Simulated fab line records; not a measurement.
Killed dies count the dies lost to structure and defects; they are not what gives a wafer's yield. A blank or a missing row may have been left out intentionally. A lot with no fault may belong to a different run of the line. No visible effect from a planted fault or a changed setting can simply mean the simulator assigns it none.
fab line records -- flow n5Finfet
record: lots: 4, wafers: 12, lastDay: 17
route steps=1938 shown WELL_APT@51 PMOS_HMC_CHANNEL_EPI@57 BEOL_M4@1111 PASSIVATION@1936
lots untouched by any fault: they come from a run of this same line in which no faults occurred
startH: hours from the record's opening day to when the first of the lot's shown wafers began -- waitH: time in hours since the lot's previous step -- " same as the row above -- L1.1+2: several wafers, shown together as one row -- - either no value or no given start -- * or withheld: withheld -- < > ~ a bound
route shown NAME@n: names a module that has steps shown in the file, with the first one's number in the route -- usual: mean and standard deviation over wafers with no fault -- same: alike in all rows -- chamber/n: place in a boat -- sites: readings site by site -- _std_site: how widely they spread, as a standard deviation -- _edge_site: inner sites' mean taken away from outer sites' mean -- radiusMm: for every site, how far away it sits from the centre of the wafer -- mask NAME#n: copy n -- behind: the last tool/chamber to shape the wafer -- hold: cause of the lot's hold/its duration in hours/its outcome -- device: the n, p or np transistor that did not switch -- end of line: the tests these same wafers got at the end of their route -- a step given without rows: its recipe and nothing more -- killed: the dies lost at the first sort to structure and to defects; this is not the yield of the wafer -- map: per-die view of a wafer (x killed, . not killed, _ where there is no die)
set.NAME: the setting the step ran with; set.NAME@STEP: the setting that earlier step ran with -- model.NAME: the simulator's own value behind a step, which no gauge read
lots seen at some steps along the route; tables by step, rows by wafer
services: from which hour (startH, from the record's first day; less than 0 if before it) a tool's chamber was out of use, for how many hours, and why
== steps ==
step: N5_WELL_APT_OXIDE_STRIP_42
recipe: chemistry: dHF, dilution: 25:1, timeS: 45, tempC: 25, target: SiO2, targetDepthA: 120
step: N5_WELL_APT_PRECLEAN_36
recipe: chemistry: O3/DIW, timeS: 45, tempC: 22, o3Ppm: 10
step: N5_WELL_APT_PRECLEAN_39
recipe: chemistry: dHF, timeS: 60, dilution: 150:1, tempC: 25
step: N5_WELL_APT_SRD_37
recipe: dry: ipaMarangoni, doPpb: 5, timeS: 30, tempC: 23, rinseLiquid: diw
step: N5_WELL_APT_EPI_41
recipe: material: Si, targetThkA: 500, tempC: 650, precursor: SiH4/H2, pressureTorr: 20, timeS: 297.7
step: N5_PMOS_HMC_CHANNEL_EPI_HM_DEP_34
recipe: material: SiO2, targetThkA: 360, tempC: 400, precursor: TEOS/O2, pressureTorr: 6.5, rfW: 900, teosFlowSccm: 161.4, gas: O2, flowSccm: 2650, timeS: 6.9
step: N5_PMOS_HMC_CHANNEL_EPI_COAT_31
recipe: resist: BARC, tempC: 205, timeS: 60, spinRpm: 1500, resistThkNm: 66
step: N5_PMOS_HMC_CHANNEL_EPI_COAT_03
recipe: resist: CAR-ArF-block, spinRpm: 1500, resistThkNm: 205
step: N5_PMOS_HMC_CHANNEL_EPI_EBR_05
recipe: solvent: PGMEA, ebrWidthMm: 1.5
step: N5_PMOS_HMC_CHANNEL_EPI_SOFTBAKE_04
recipe: tempC: 110, timeS: 60, resist: CAR-ArF-block
step: N5_PMOS_HMC_CHANNEL_EPI_EXPOSE_06
recipe: maskId: PMOS_HMC_BLK, na: 1.35, sourceShape: conventional, sigmaOuter: 0.8, polarization: unpolarized, targetCdNm: 240, doseMj: 41
step: N5_PMOS_HMC_CHANNEL_EPI_PEB_07
recipe: pebTempC: 110, pebTimeS: 60, resist: CAR-ArF-block
usual: heaterPowerTotalW: 175.3/1.6, plateTempC: 110.02/0.12
lot.wafer,tool,chamber,startH,waitH,heaterPowerTotalW,plateTempC
L249.1,lithoTrack-02,0,71.04,0.1,174.4,110.20
L249.3,lithoTrack-02,0,71.04,0.1,172.9,110.09
L249.5,lithoTrack-02,0,71.04,0.1,173.1,110.11
L253.3,lithoTrack-02,0,95.93,0.0,185.1,114.33
L253.4,lithoTrack-02,0,95.93,0.0,182.7,114.65
L253.6,lithoTrack-02,0,95.93,0.0,184.2,114.51
L254.1,lithoTrack-02,0,101.81,0.1,182.8,114.60
L254.2,lithoTrack-02,0,101.81,0.1,187.8,114.69
L254.5,lithoTrack-02,0,101.81,0.1,183.8,114.58
L263.1,lithoTrack-02,0,154.88,0.1,177.5,110.12
L263.3,lithoTrack-02,0,154.88,0.1,173.4,110.19
L263.6,lithoTrack-02,0,154.88,0.1,173.6,110.07
step: N5_PMOS_HMC_CHANNEL_EPI_DEVELOP_08
recipe: developTimeS: 30, developer: TMAH, resist: CAR-ArF-block, devTempC: 23, rinseLiquid: diw, dry: airSpin
step: N5_PMOS_HMC_CHANNEL_EPI_CD_MEAS_09
recipe: targetCdNm: 237.4, landingEnergyEv: 500, detector: seInlens
usual: cdNm: 237.4/1.1
lot.wafer,tool,chamber,startH,waitH,cdNm
L249.1,cdSem-03,0,71.11,-,238.7
L249.3,cdSem-03,0,71.11,-,237.1
L249.5,cdSem-03,0,71.11,-,238.8
L253.3,cdSem-03,0,95.99,-,250.5
L253.4,cdSem-03,0,95.99,-,249.9
L253.6,cdSem-03,0,95.99,-,249.1
L254.1,cdSem-03,0,101.88,-,249.6
L254.2,cdSem-03,0,101.88,-,248.8
L254.5,cdSem-03,0,101.88,-,249.3
L263.1,cdSem-02,0,154.94,-,236.8
L263.3,cdSem-02,0,154.94,-,237.2
L263.6,cdSem-02,0,154.94,-,237.1
step: N5_PMOS_HMC_CHANNEL_EPI_DESCUM_14
recipe: chemistry: O2, timeS: 7.9, sourcePowerW: 50, biasPowerW: 20, pressureMtorr: 20, rfFrequencyHz: 2.712e+07, tempC: 40, resist: CAR-ArF-block, o2FlowSccm: 225
usual: drypumpMotorCurrentA: 5.84/0.22, oesProductAu: 0.77/0.073, rfVppV: 242.8/1.4, showerheadPlenumPTorr: 2.07/0.077, throttleValvePct: 20.54/0.18
lot.wafer,tool,chamber,startH,waitH,drypumpMotorCurrentA,oesProductAu,rfHoursCounterH,rfVppV,showerheadPlenumPTorr,throttleValvePct,model.PMOS_HMC_CHANNEL_EPI.cdNm
L249.1,rieDiel-05,2,71.48,0.3,5.81,0.93,25,245.2,2.24,20.56,238.5
L249.3,rieDiel-05,0,71.48,0.3,5.80,0.71,194,244.0,2.08,20.82,237.1
L249.5,rieDiel-05,3,71.48,0.3,6.01,0.77,-,240.9,2.02,20.52,239.2
L253.3,rieDiel-05,2,96.08,0.0,5.81,0.92,32,246.4,2.24,20.59,250
L253.4,rieDiel-05,1,96.08,0.0,5.69,0.71,216,242.1,2.08,20.52,249.8
L253.6,rieDiel-05,2,96.08,0.0,5.78,0.91,-,246.2,2.24,20.60,249.3
L254.1,rieDiel-04,1,101.96,0.0,6.04,0.88,54,242.3,2.04,20.13,249.7
L254.2,rieDiel-04,0,101.96,0.0,5.54,0.75,164,241.2,1.99,20.43,248.8
L254.5,rieDiel-04,3,101.96,0.0,6.21,0.77,-,244.7,2.09,20.66,249.4
L263.1,rieDiel-05,0,155.03,0.0,5.82,0.69,219,242.7,2.07,20.85,236.3
L263.3,rieDiel-05,2,155.03,0.0,5.84,0.89,50,244.7,2.23,20.62,236.8
L263.6,rieDiel-05,0,155.03,0.0,5.82,0.70,-,241.4,2.07,20.84,236.9
step: N5_PMOS_HMC_CHANNEL_EPI_ETCH_32
recipe: chemistry: N2/H2, target: BARC, stopOn: SiO2, targetDepthA: 858, overEtchFrac: 0.3, timeS: 50.3, ionEnergyEv: 200, maskMaterial: CAR-ArF-block, pressureMtorr: 30, sourceW: 840, biasW: 150, n2FlowSccm: 200, h2FlowSccm: 200
step: N5_PMOS_HMC_CHANNEL_EPI_HM_OPEN_15
recipe: chemistry: CHF3/O2, target: SiO2, maskMaterial: CAR-ArF-block, targetDepthA: 406, CHF3_flow_sccm: 50, O2_flow_sccm: 5, Ar_flow_sccm: 200, timeS: 20.3, pressureMtorr: 30, sourceW: 650, biasW: 170, ionEnergyEv: 200
step: N5_PMOS_HMC_CHANNEL_EPI_STRIP_33
recipe: chemistry: N2/H2, powerW: 500, tempC: 40, pressureMtorr: 50, rfFrequencyHz: 6e+07, overashFraction: 0.3, biasPowerW: 8, h2Frac: 0.5, n2FlowSccm: 300, h2FlowSccm: 300
step: N5_PMOS_HMC_CHANNEL_EPI_STRIP_17
recipe: chemistry: SPM, timeS: 750, tempC: 130, h2so4H2o2VolRatio: 4, dry: ipaMarangoni
step: N5_PMOS_HMC_CHANNEL_EPI_ETCH_38
recipe: chemistry: CF4, target: SiO2, targetDepthA: 15, ionEnergyEv: 350, pressureMtorr: 10, icpW: 800, biasW: 400, cf4FlowSccm: 80
step: N5_PMOS_HMC_CHANNEL_EPI_FIN_RECESS_16
recipe: chemistry: HBr/Cl2, target: Si, maskMaterial: SiO2, targetDepthA: 540, timeS: 18, pressureMtorr: 10, icpW: 800, biasW: 75, HBr_flow_sccm: 150, Cl2_flow_sccm: 80
usual: drypumpMotorCurrentA: 5.7/0.43, oesProductAu: 1.003/0.017, throttleValvePct: 35.44/0.29
lot.wafer,tool,chamber,startH,waitH,drypumpMotorCurrentA,oesProductAu,rfHoursCounterH,throttleValvePct,model.PMOS_HMC_CHANNEL_EPI.cdNm
L249.1,rieSi-06,2,71.93,0.0,5.7,1.008,59,35.89,242.2
L249.3,rieSi-06,3,71.93,0.0,6.3,0.991,0,35.54,240.3
L249.5,rieSi-06,1,71.93,0.0,5.7,1.026,-,35.60,240.8
L253.3,rieSi-06,1,96.54,0.0,5.7,1.031,141,35.60,253.9
L253.4,rieSi-06,3,96.54,0.0,6.3,1.003,0,35.53,251.8
L253.6,rieSi-06,1,96.54,0.0,5.7,1.025,-,35.59,252.8
L254.1,rieSi-06,0,102.42,0.0,5.5,1.012,8,35.38,251.4
L254.2,rieSi-06,1,102.42,0.0,5.7,1.029,141,35.62,250.8
L254.5,rieSi-06,2,102.42,0.0,5.7,1.001,-,35.92,252.1
L263.1,rieSi-02,1,155.49,0.0,5.9,0.996,40,35.73,239.8
L263.3,rieSi-02,3,155.49,0.0,6.0,0.983,49,35.59,239.9
L263.6,rieSi-02,2,155.49,0.0,5.0,1.021,-,35.54,239.8
step: N5_PMOS_HMC_CHANNEL_EPI_PRECLEAN_36
recipe: chemistry: O3/DIW, timeS: 45, tempC: 22, o3Ppm: 10
step: N5_BEOL_M4_RC_MEAS_101
usual: DIBL_N: 36.8/1.5, DIBL_P: 37.1/2.1, IOFF_N: 0.168/0.03, IOFF_P: 0.22/0.034, ION_N: 679/12, ION_P: 466/8, SS_N: 71.7/0.58, SS_P: 73.5/0.67, VT_N: 248.8/2.7, VT_P: -250/3.3
lot.wafer,tool,chamber,startH,waitH,DIBL_N[mV/V],DIBL_P[mV/V],IOFF_N[nA/um],IOFF_P[nA/um],ION_N[uA/um],ION_P[uA/um],SS_N[mV/dec],SS_P[mV/dec],VT_N[mV],VT_P[mV]
L249.1,prober-01,0,209.20,0.0,36.1,35.1,0.153,0.15,668,446,71.9,73.0,251.3,-255
L249.3,prober-01,0,209.20,0.0,36.7,36.8,0.161,0.19,680,456,71.6,73.4,250.4,-256
L249.5,prober-01,0,209.20,0.0,35.4,36.2,0.139,0.17,661,450,71.1,72.7,250.4,-256
L253.3,prober-02,0,242.43,0.3,35.3,34.2,0.149,0.21,673,464,71.8,72.7,248.9,-249
L253.4,prober-02,0,242.43,0.3,35.9,35.8,0.159,0.23,668,469,71.9,73.7,250.9,-249
L253.6,prober-02,0,242.43,0.3,36.5,35.2,0.171,0.22,677,461,71.6,73.3,247.4,-247
L254.1,prober-02,0,246.51,0.0,36.5,35.4,0.151,0.23,669,462,72.3,74.0,251.1,-251
L254.2,prober-02,0,246.51,0.0,35.9,33.7,0.133,0.20,658,460,71.4,73.4,252.0,-249
L254.5,prober-02,0,246.51,0.0,35.8,34.1,0.135,0.20,660,457,71.8,73.0,253.2,-251
L263.1,prober-01,0,314.51,0.0,36.6,37.8,0.161,0.24,677,472,71.6,73.3,247.9,-245
L263.3,prober-01,0,314.51,0.0,37.6,37.9,0.165,0.24,670,466,71.9,74.0,251.3,-247
L263.6,prober-01,0,314.51,0.0,36.5,36.5,0.147,0.22,673,466,71.4,73.2,250.9,-251
step: N5_PASSIVATION_PROBE_49
usual: defectLimitedYield: 91.0/1.5, killed_at_M0_to_M3: 34/11, killed_at_M4_up: 14/5.3, killedAtContacts: 13/7, killedAtFrontEnd: 41/13, killedAtOther: 4/3.1, killedDies: 106/17, killedOpen: 70/12, killedShort: 35/8, sort_bin_5_function: 5.2/0.98, sort_bin_6_memory: 3.4/0.69, sortNPass: 1074/17, sortYieldPct: 91.0/1.5
same: grossDies: 1180, killedAtBackSide: 0, sort_bin_4_leakage[%]: 0, sort_bin_8_speed[%]: 0
lot.wafer,tool,chamber,startH,waitH,defectLimitedYield[%],killed_at_M0_to_M3,killed_at_M4_up,killedAtContacts,killedAtFrontEnd,killedAtOther,killedDies,killedOpen,killedShort,sort_bin_5_function[%],sort_bin_6_memory[%],sortNPass,sortYieldPct[%]
L254.2,prober-02,-,349.02,0.1,91.8,30,11,11,40,5,97,69,23,4.2,3.4,1083,91.8
killed by level:class
L254.2 STI_FIN_REVEAL:geometricParticle:open=15 BEOL_M3:geometricParticle:open=11 MOL_CONTACT_COAG:geometricParticle:open=9 BEOL_M4:geometricParticle:open=8 GATE_CUT:geometricParticle:short=4 BEOL_M0_SAQP:geometricParticle:open=4 BEOL_M3:geometricParticle:short=4 HKMG_FIN:areaEtch=4
== services ==
tool,chamber,startH,hours,kind
rieSi-06,3,49.82,-,clean
rieSi-06,3,49.82,17.7,scheduledDown
rieSi-06,3,49.82,17.7,ventCycle
rieSi-02,2,84.14,7.9,repair
rieSi-02,-,84.27,2.8,pm
rieSi-06,2,87.00,6.3,repair
rieDiel-05,-,97.29,2.8,pm
== key ==
firstSign: step: N5_PMOS_HMC_CHANNEL_EPI_PEB_07, reading: plateTempC, direction: up, sigmas: 38, usual: *, struck: *
effect: step: N5_PMOS_HMC_CHANNEL_EPI_PEB_07, reading: heaterPowerTotalW, direction: up, sigmas: 5.6, usual: *, struck: *
effect: step: N5_PMOS_HMC_CHANNEL_EPI_CD_MEAS_09, reading: cdNm, direction: up, sigmas: 12, usual: 237.4, struck: 249.5
modelEffect: step: N5_PMOS_HMC_CHANNEL_EPI_DESCUM_14, value: PMOS_HMC_CHANNEL_EPI.cdNm, without: 237.3, struck: 249.5
modelEffect: step: N5_PMOS_HMC_CHANNEL_EPI_FIN_RECESS_16, value: PMOS_HMC_CHANNEL_EPI.cdNm, without: 239.9, struck: 252.1
metAt N5_PMOS_HMC_CHANNEL_EPI_PEB_07
struckWafers L253.3,L253.4,L253.6,L254.1,L254.2,L254.5
onsetBetween 71.04 95.93
fault: kind: processParameterDrift, tool: lithoTrack-02, chamber: -, onsetH: 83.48, steps: N5_PMOS_HMC_CHANNEL_EPI_PEB_07, channel: pebTempC, offset: *, shape: step, endH: 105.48, actsIn: *, stated: *
